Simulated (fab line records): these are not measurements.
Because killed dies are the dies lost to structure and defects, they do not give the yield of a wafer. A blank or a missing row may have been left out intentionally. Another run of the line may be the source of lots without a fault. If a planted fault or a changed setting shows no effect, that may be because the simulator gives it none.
fab line records	flow nandHarc
record: lots: 11	wafers: 33	lastDay: 33
route steps=1302 shown P_CONTACT@236 P_M0@260 END@1302
lots that met no fault: taken from a fault-free run of the same line
startH: hours from the record's opening day to when the first of the lot's shown wafers began	waitH: how many hours have passed since the lot's step before this one	" same as the row above	L1.1+2: a row that stands for several wafers	- no value present, or no start provided	* or withheld: withheld	< > ~ a bound
route shown NAME@n: a module of which the file shows steps, and the number in the route of the first	usual: average and standard deviation across the fault-free wafers	same: alike in all rows	chamber/n: place in a boat	sites: readings site by site	_std_site: their standard deviation	_edge_site: the outer-site mean with the inner-site mean subtracted	radiusMm: for every site, how far away it sits from the centre of the wafer	mask NAME#n: copy n	behind: the most recent tool/chamber to have shaped the wafer	hold: what put the lot on hold/how long, in hours/how the hold closed	device: transistor that didn't switch, given as n, p or np	end of line: at the end of the route, the tests of the same wafers	a step without rows: its recipe alone	killed: dies lost to structure and defects at the first sort, not the wafer's yield	map: the dies of a wafer, with x for killed, . for not killed, _ for no die there
set.NAME: the setting the step ran with; set.NAME@STEP: the setting that earlier step ran with	model.NAME: the simulator's own value behind a step, which no gauge read
a sample of lots followed through the steps of the route, with each step as a table and each wafer as a row
services: the hour from which a tool's chamber was out of use, counted from the record's first day as startH (under 0 if before that day), plus the number of hours and why
== steps ==
step: NHARC_P_CONTACT_ETCH_35
recipe: targetDepthA: 390	overEtchFrac: 0.3	timeS: 65	ionEnergyEv: 80	cf4FlowSccm: 150	arFlowSccm: 0	rfW: 300	biasW: 100	chemistry: CF4
usual: biasW: 100.03/0.29	chamberPressureMTorr: 50.00/0.045	drypumpMotorCurrentA: 5.85/0.29	oesProductAu: 0.997/0.011	rfFwdPowerW: 297.2/1.1	rfVppV: 151.4/1.3	showerheadPlenumPTorr: 1.77/0.072	throttleValvePct: 13.283/0.0083
lot.wafer	tool	chamber	startH	waitH	biasW	chamberPressureMTorr	drypumpMotorCurrentA	oesProductAu	rfFwdPowerW	rfHoursCounterH	rfVppV	showerheadPlenumPTorr	throttleValvePct
L744.3	rieDiel-08	1	129.01	0.1	100.26	50.00	6.09	0.983	296.5	2.0	152.9	1.72	13.277
L744.2	"	2	"	"	100.22	49.95	5.09	0.993	295.3	2.4	150.6	1.78	13.279
L744.4	"	0	"	"	100.30	49.97	6.24	0.988	298.8	2.5	151.6	1.80	13.273
L746.2	rieDiel-05	1	151.88	0.1	100.40	49.99	5.62	0.992	296.6	5.1	152.1	1.76	13.286
L746.4	"	3	"	"	100.19	50.01	5.97	0.989	297.0	6.0	150.3	1.69	13.289
L746.6	"	1	"	"	100.12	50.00	5.61	1.006	298.6	-	152.5	1.76	13.290
L747.2	rieDiel-08	1	159.75	0.1	100.13	49.93	6.10	0.998	296.1	3.1	152.3	1.72	13.282
L747.3	"	3	"	"	100.23	49.96	6.21	0.997	297.3	2.3	152.8	1.83	13.285
L747.6	"	1	"	"	100.09	49.99	6.08	0.994	295.9	-	151.6	1.72	13.297
L748.2	rieDiel-05	2	165.01	0.1	100.18	49.96	6.21	0.990	297.9	6.4	152.9	1.80	13.287
L748.1	"	3	"	"	100.37	49.95	5.94	1.004	296.7	6.8	149.9	1.70	13.295
L748.5	"	1	"	"	100.02	50.01	5.59	0.997	296.1	-	151.5	1.76	13.289
L749.3	rieDiel-10	3	180.89	0.1	99.68	49.99	5.98	0.998	297.5	2.5	150.6	1.73	13.285
L749.5	"	3	"	"	100.43	50.04	5.98	1.006	296.6	-	151.0	1.73	13.275
L749.6	"	0	"	"	99.81	49.90	5.77	0.987	299.1	-	152.8	1.85	13.284
L753.3	rieDiel-08	3	220.02	0.1	99.95	50.03	6.20	0.988	296.2	0.2	151.8	1.83	13.271
L753.5	"	0	"	"	100.30	50.02	6.28	1.012	295.0	-	152.4	1.80	13.284
L753.6	"	1	"	"	100.16	50.04	6.07	0.980	294.9	-	151.5	1.72	13.290
L756.1	rieDiel-10	1	263.89	0.1	100.46	50.01	5.79	0.992	298.0	0.4	154.0	1.90	13.279
L756.6	"	3	"	"	99.70	50.00	6.03	1.007	296.6	-	151.3	1.73	13.271
L756.5	"	0	"	"	99.90	50.00	5.78	0.977	296.6	-	152.5	1.85	13.276
L760.2	rieDiel-10	3	288.32	0.1	99.87	49.90	6.07	1.000	296.8	1.5	151.1	1.73	13.283
L760.3	"	0	"	"	99.94	50.03	5.77	0.971	298.5	1.8	153.3	1.85	13.292
L760.6	"	1	"	"	99.84	49.92	5.76	1.006	297.0	-	152.9	1.90	13.268
L762.3	rieDiel-10	0	303.07	0.1	100.44	50.02	5.78	0.984	298.4	2.5	153.2	1.85	13.286
L762.2	"	2	"	"	100.44	50.01	5.92	1.010	296.8	2.0	150.0	1.70	13.269
L762.5	"	1	"	"	100.28	49.93	5.74	1.021	298.4	-	154.8	1.90	13.280
L763.1	rieDiel-10	3	317.57	0.1	99.95	49.96	6.03	1.007	296.1	2.4	151.9	1.73	13.292
L763.3	"	2	"	"	100.15	50.02	5.93	1.004	298.4	2.4	150.1	1.70	13.277
L763.6	"	1	"	"	100.24	50.00	5.76	0.999	298.7	-	153.6	1.90	13.289
L765.3	rieDiel-10	2	331.92	0.1	99.85	50.06	5.90	1.013	297.3	3.5	151.1	1.70	13.287
L765.4	"	3	"	"	99.89	49.98	6.04	1.011	299.2	3.6	150.0	1.73	13.270
L765.1	"	1	"	"	100.22	49.93	5.77	1.007	298.7	4.0	152.9	1.90	13.286
step: NHARC_P_CONTACT_STRIP_28
recipe: o2FlowSccm: 500	arFlowSccm: 0	biasW: 0	chemistry: O2
usual: chamberPressureMTorr: 60.00/0.056	drypumpMotorCurrentA: 5.8/0.35	oesProductAu: 0.996/0.01	rfVppV: 57.7/0.88	showerheadPlenumPTorr: 3.51/0.13	throttleValvePct: 17.037/0.0086
same: biasW: 0
lot.wafer	tool	chamber	startH	waitH	chamberPressureMTorr	drypumpMotorCurrentA	oesProductAu	rfHoursCounterH	rfVppV	showerheadPlenumPTorr	throttleValvePct
L744.2	rieDiel-05	0	129.89	0.1	59.99	5.4	0.988	4.3	56.4	3.32	17.033
L744.3	"	1	"	"	59.89	5.6	1.001	4.0	57.6	3.52	17.042
L744.4	"	2	"	"	59.97	6.2	0.983	4.2	56.4	3.59	17.028
L746.4	rieDiel-05	1	152.98	0.1	60.00	5.6	0.990	5.5	58.0	3.52	17.043
L746.2	"	0	"	"	60.00	5.4	0.983	5.9	57.2	3.32	17.038
L746.6	"	2	"	"	60.02	6.2	0.990	-	56.6	3.59	17.024
L747.3	rieDiel-05	1	160.64	0.1	60.08	5.6	0.994	5.5	58.1	3.52	17.040
L747.2	"	2	"	"	60.02	6.2	0.992	6.2	56.9	3.59	17.039
L747.6	"	3	"	"	59.94	6.0	0.991	-	57.7	3.38	17.043
L748.1	rieDiel-10	0	165.86	0.1	60.12	5.8	1.005	1.9	59.2	3.69	17.026
L748.2	"	3	"	"	60.04	6.0	1.007	2.2	57.2	3.45	17.034
L748.5	"	1	"	"	60.03	5.9	1.016	-	59.9	3.79	17.046
L749.3	rieDiel-10	0	181.78	0.1	59.99	5.8	0.988	2.4	56.5	3.69	17.034
L749.5	"	3	"	"	60.03	6.0	1.006	-	56.6	3.45	17.039
L749.6	"	0	"	"	60.04	5.8	0.994	-	59.1	3.69	17.043
L753.3	rieDiel-05	1	220.86	0.1	59.92	5.6	1.001	9.1	56.4	3.52	17.035
L753.5	"	1	"	"	60.03	5.6	0.988	-	58.3	3.52	17.039
L753.6	"	2	"	"	59.99	6.2	1.009	-	57.9	3.59	17.031
L756.1	rieDiel-08	0	264.76	0.1	60.03	6.3	1.006	2.0	56.9	3.58	17.020
L756.6	"	3	"	"	59.92	6.2	0.996	-	58.4	3.64	17.044
L756.5	"	0	"	"	59.96	6.3	1.006	-	58.5	3.58	17.055
L760.2	rieDiel-08	3	289.19	0.1	60.03	6.2	0.992	2.3	58.0	3.64	17.043
L760.3	"	1	"	"	60.00	6.1	0.997	2.4	58.1	3.42	17.041
L760.6	"	2	"	"	60.03	5.1	1.005	-	57.9	3.56	17.028
L762.2	rieDiel-05	0	303.92	0.1	60.06	5.4	0.995	4.5	57.5	3.31	17.034
L762.3	"	1	"	"	60.03	5.6	0.998	5.2	59.2	3.51	17.018
L762.5	"	0	"	"	60.04	5.4	1.003	-	57.1	3.31	17.044
L763.1	rieDiel-05	3	318.55	0.1	59.98	6.0	0.980	5.3	57.4	3.38	17.040
L763.3	"	2	"	"	59.97	6.2	1.003	5.2	57.4	3.58	17.039
L763.6	"	0	"	"	59.98	5.4	1.004	-	56.9	3.31	17.035
L765.3	rieDiel-08	1	332.78	0.1	59.98	6.1	0.985	3.2	57.9	3.42	17.038
L765.4	"	2	"	"	59.96	5.1	1.004	3.4	56.6	3.56	17.025
L765.1	"	3	"	"	60.08	6.2	0.996	3.3	58.8	3.64	17.061
step: NHARC_P_CONTACT_INSPECT_27
usual: rawDefectCount: 292/110
lot.wafer	tool	chamber	startH	waitH	rawDefectCount
L744.2	defectInspect-02	-	132.00	0.1	221
L744.3	"	-	"	"	209
L744.4	"	-	"	"	246
L746.2	defectInspect-02	-	155.13	0.1	349
L746.4	"	-	"	"	293
L746.6	"	-	"	"	194
L747.2	defectInspect-02	-	162.74	0.1	330
L747.3	"	-	"	"	184
L747.6	"	-	"	"	258
L748.1	defectInspect-02	-	168.02	0.1	342
L748.2	"	-	"	"	186
L748.5	"	-	"	"	523
L749.3	defectInspect-01	-	183.89	0.1	160
L749.5	"	-	"	"	169
L749.6	"	-	"	"	222
L753.3	defectInspect-01	-	223.00	0.1	228
L753.5	"	-	"	"	176
L753.6	"	-	"	"	268
L756.1	defectInspect-02	-	266.89	0.1	293
L756.5	"	-	"	"	390
L756.6	"	-	"	"	220
L760.2	defectInspect-01	-	291.30	0.1	170
L760.3	"	-	"	"	201
L760.6	"	-	"	"	130
L762.2	defectInspect-01	-	306.06	0.1	234
L762.3	"	-	"	"	239
L762.5	"	-	"	"	317
L763.1	defectInspect-02	-	320.72	0.1	345
L763.3	"	-	"	"	666
L763.6	"	-	"	"	620
L765.1	defectInspect-02	-	335.19	0.1	162
L765.3	"	-	"	"	276
L765.4	"	-	"	"	375
step: NHARC_P_M0_EXPOSE_06
recipe: na: 1.35	targetCdNm: 90	doseMj: 81.28	maskId: P_M0
usual: exposureDoseMJCm2: 81.28/0.079
lot.wafer	tool	chamber	startH	waitH	mask	exposureDoseMJCm2
L744.2	arfiScanner-01	0	132.64	-	P_M0#0	81.41
L744.3	"	0	"	"	P_M0#0	81.30
L744.4	"	0	"	"	P_M0#0	81.43
L746.2	arfiScanner-01	0	155.77	-	P_M0#0	81.24
L746.4	"	0	"	"	P_M0#0	81.22
L746.6	"	0	"	"	P_M0#0	81.38
L747.2	arfiScanner-02	0	163.50	-	P_M0#0	81.34
L747.3	"	0	"	"	P_M0#0	81.31
L747.6	"	0	"	"	P_M0#0	81.26
L748.1	arfiScanner-02	0	168.66	-	P_M0#0	81.36
L748.2	"	0	"	"	P_M0#0	81.31
L748.5	"	0	"	"	P_M0#0	81.39
L749.3	arfiScanner-01	0	184.66	-	P_M0#0	81.10
L749.5	"	0	"	"	P_M0#0	81.13
L749.6	"	0	"	"	P_M0#0	81.23
L753.3	arfiScanner-03	0	223.77	-	P_M0#0	81.23
L753.5	"	0	"	"	P_M0#0	81.33
L753.6	"	0	"	"	P_M0#0	81.32
L756.1	arfiScanner-02	0	267.65	-	P_M0#0	117.55
L756.5	"	0	"	"	P_M0#0	117.53
L756.6	"	0	"	"	P_M0#0	117.59
L760.2	arfiScanner-02	0	292.07	-	P_M0#0	110.29
L760.3	"	0	"	"	P_M0#0	110.32
L760.6	"	0	"	"	P_M0#0	110.42
L762.2	arfiScanner-01	0	306.82	-	P_M0#0	81.25
L762.3	"	0	"	"	P_M0#0	81.25
L762.5	"	0	"	"	P_M0#0	81.18
L763.1	arfiScanner-01	0	321.35	-	P_M0#0	81.34
L763.3	"	0	"	"	P_M0#0	81.32
L763.6	"	0	"	"	P_M0#0	81.32
L765.1	arfiScanner-03	0	335.95	-	P_M0#0	81.12
L765.3	"	0	"	"	P_M0#0	81.27
L765.4	"	0	"	"	P_M0#0	81.19
step: NHARC_P_M0_CD_MEAS_09
recipe: targetCdNm: 90	landingEnergyEv: 500
usual: cdNm: 90.1/0.77
lot.wafer	tool	chamber	startH	waitH	cdNm
L744.2	cdSem-03	0	132.78	-	90.4
L744.3	"	0	"	"	90.3
L744.4	"	0	"	"	91.2
L746.2	cdSem-02	0	155.91	-	90.3
L746.4	"	0	"	"	90.4
L746.6	"	0	"	"	90.5
L747.2	cdSem-01	0	163.64	-	91.0
L747.3	"	0	"	"	90.0
L747.6	"	0	"	"	90.9
L748.1	cdSem-03	0	168.80	-	91.1
L748.2	"	0	"	"	90.9
L748.5	"	0	"	"	90.7
L749.3	cdSem-01	0	184.80	-	90.2
L749.5	"	0	"	"	91.2
L749.6	"	0	"	"	90.6
L753.3	cdSem-02	0	223.90	-	90.1
L753.5	"	0	"	"	89.8
L753.6	"	0	"	"	90.6
L756.1	cdSem-03	0	267.79	-	113.1
L756.5	"	0	"	"	113.7
L756.6	"	0	"	"	113.9
L760.2	cdSem-02	0	292.20	-	109.7
L760.3	"	0	"	"	109.4
L760.6	"	0	"	"	108.6
L762.2	cdSem-01	0	306.96	-	90.1
L762.3	"	0	"	"	89.7
L762.5	"	0	"	"	89.4
L763.1	cdSem-01	0	321.49	-	89.7
L763.3	"	0	"	"	89.5
L763.6	"	0	"	"	90.0
L765.1	cdSem-02	0	336.09	-	88.5
L765.3	"	0	"	"	89.0
L765.4	"	0	"	"	90.0
step: NHARC_END_SORT_01
recipe: tempC: 25
usual: defectLimitedYield: 91.1/2.9	killedAtArray: 55/20	killedAtOther: 0.7/0.96	killedAtPeriphery: 4.1/2.4	killedDies: 60/20	killedOpen: 3.3/1.9	killedShort: 2.8/1.6
same: grossDies: 677
lot.wafer	tool	chamber	startH	waitH	defectLimitedYield[%]	killedAtArray	killedAtOther	killedAtPeriphery	killedDies	killedOpen	killedShort
L756.1	prober-01	0	697.90	2.5	92.5	43	4	4	51	4	1
L756.5	prober-01	0	701.13	3.7	91.7	50	1	5	56	1	2
L756.6	prober-01	0	701.93	4.0	92.3	49	0	3	52	4	3
L760.2	prober-01	0	741.12	2.8	89.5	64	0	7	71	2	2
L760.3	prober-01	0	741.92	3.1	90.3	64	0	2	66	3	0
L760.6	prober-01	0	744.32	4.0	86.0	87	0	8	95	7	6
L762.2	prober-02	0	745.07	2.8	95.1	31	0	2	33	3	1
L762.3	prober-02	0	745.86	3.1	96.6	20	0	3	23	3	2
L762.5	prober-02	0	747.46	3.7	93.5	35	1	8	44	7	4
killed by level:class
L756.1 A_SLIT:chamberFilmFlake=24 A_WL_FILL:chamberFilmFlake=4 THIN_TSV:chamberFilmFlake=4 A_STAIRCASE:chamberFilmFlake=3 A_CONTACT:chamberFilmFlake=3 P_BONDPAD:chamberFilmFlake=2 A_CHANNEL_HOLE_D1:chamberFilmFlake=2 P_GATE:geometricParticle:short=1
L756.5 A_SLIT:chamberFilmFlake=30 A_CONTACT:chamberFilmFlake=4 A_STAIRCASE:chamberFilmFlake=3 A_SGD_CUT:chamberFilmFlake=3 P_GATE:geometricParticle:short=2 P_BONDPAD:chamberFilmFlake=2 A_CHANNEL_HOLE_D1:chamberFilmFlake=2 A_DECK1_JOINT:chamberFilmFlake=2
L756.6 A_SLIT:chamberFilmFlake=27 A_CHANNEL_HOLE_D1:chamberFilmFlake=9 A_STAIRCASE:chamberFilmFlake=3 A_CONTACT:chamberFilmFlake=3 P_M0:geometricParticle:open=2 A_WL_FILL:chamberFilmFlake=2 A_ONON_D1:geometricParticle:short=1 A_CHANNEL_FILL_D1:geometricParticle:short=1
L760.2 A_CHANNEL_HOLE_D1:chamberFilmFlake=28 A_CHANNEL_HOLE_D2:chamberFilmFlake=20 A_CONTACT:chamberFilmFlake=6 A_STAIRCASE:chamberFilmFlake=5 P_GATE:chamberFilmFlake=3 P_STI:chamberFilmFlake=2 P_CONTACT:geometricParticle:short=1 P_CONTACT:geometricParticle:open=1
L760.3 A_CHANNEL_HOLE_D1:chamberFilmFlake=31 A_CHANNEL_HOLE_D2:chamberFilmFlake=16 A_STAIRCASE:chamberFilmFlake=6 A_CONTACT:chamberFilmFlake=5 A_SLIT:chamberFilmFlake=3 P_GATE:chamberFilmFlake=2 A_SOURCE_PLATE:geometricParticle:open=1 A_DECK1_JOINT:geometricParticle:open=1
L760.6 A_CHANNEL_HOLE_D1:chamberFilmFlake=29 A_CHANNEL_HOLE_D2:chamberFilmFlake=23 A_STAIRCASE:chamberFilmFlake=12 P_GATE:chamberFilmFlake=5 A_CONTACT:chamberFilmFlake=5 A_SLIT:chamberFilmFlake=4 P_STI:chamberFilmFlake=3 A_ONON_D1:geometricParticle:open=2
L762.2 A_CHANNEL_HOLE_D1:chamberFilmFlake=15 A_SLIT:chamberFilmFlake=5 A_CONTACT:chamberFilmFlake=3 A_M1:geometricParticle:open=2 P_GATE:chamberFilmFlake=2 A_STAIRCASE:chamberFilmFlake=2 A_WL_FILL:chamberFilmFlake=2 A_CHANNEL_FILL_D1:geometricParticle:open=1
L762.3 A_CHANNEL_HOLE_D1:chamberFilmFlake=9 A_SLIT:chamberFilmFlake=5 P_GATE:geometricParticle:open=1 A_ONON_D2:geometricParticle:short=1 A_CHANNEL_HOLE_D2:geometricParticle:open=1 A_CHANNEL_FILL_D2:geometricParticle:short=1 A_CONTACT:geometricParticle:open=1 P_GATE:chamberFilmFlake=1
L762.5 A_CHANNEL_HOLE_D1:chamberFilmFlake=18 P_M0:geometricParticle:open=3 P_M1:chamberFilmFlake=3 A_SLIT:chamberFilmFlake=3 A_WL_FILL:chamberFilmFlake=3 A_CONTACT:chamberFilmFlake=3 A_DECK1_JOINT:geometricParticle:open=2 A_CHANNEL_FILL_D1:chamberFilmFlake=2
== services ==
tool	chamber	startH	hours	kind
rieDiel-10	0	125.93	3.5	repair
rieDiel-10	-	127.02	13.3	repair
arfiScanner-01	-	131.85	0.5	repair
arfiScanner-02	-	140.00	4.0	pm
arfiScanner-01	-	140.48	4.6	repair
rieDiel-10	2	160.15	16.9	repair
rieDiel-05	-	179.05	1.7	repair
rieDiel-08	3	184.47	3.8	repair
rieDiel-08	-	190.80	9.0	pm
arfiScanner-02	-	194.71	0.9	repair
rieDiel-10	0	204.64	2.4	repair
rieDiel-08	3	211.20	6.9	repair
arfiScanner-01	-	218.81	1.1	repair
rieDiel-05	-	229.63	9.0	pm
arfiScanner-02	-	237.43	0.5	repair
arfiScanner-01	-	239.28	5.3	repair
rieDiel-10	-	242.59	9.0	pm
arfiScanner-02	-	246.41	4.1	repair
arfiScanner-01	-	252.00	4.0	pm
arfiScanner-01	-	298.98	0.2	repair
arfiScanner-02	-	312.00	4.0	pm
rieDiel-10	0	312.85	10.2	repair
arfiScanner-01	-	318.34	0.5	repair
arfiScanner-01	-	327.73	2.8	repair
== key ==
firstSign: step: NHARC_P_M0_EXPOSE_06	reading: exposureDoseMJCm2	direction: up	sigmas: 99+	usual: 81.28	struck: 113.95
effect: step: NHARC_P_M0_CD_MEAS_09	reading: cdNm	direction: up	sigmas: 28	usual: 90.1	struck: 111.4	through: controlLoop
metAt NHARC_P_M0_EXPOSE_06
struckLots L756,L760
loopTrim: step: NHARC_P_M0_EXPOSE_06	setting: dose	lots: L760
notActingAt NHARC_P_CONTACT_ETCH_35,NHARC_P_CONTACT_STRIP_28,NHARC_P_CONTACT_INSPECT_27
onsetBetween 168.66 267.65
fault: kind: processParameterDrift	tool: arfiScanner-02	chamber: -	onsetH: 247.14	steps: NHARC_P_M0_EXPOSE_06	channel: doseMj	offset: 36.34	shape: step	actsIn: theseRecipesOnly	stated: 81.28
loopTrim: a control loop set the setting to another value than it would have without faults
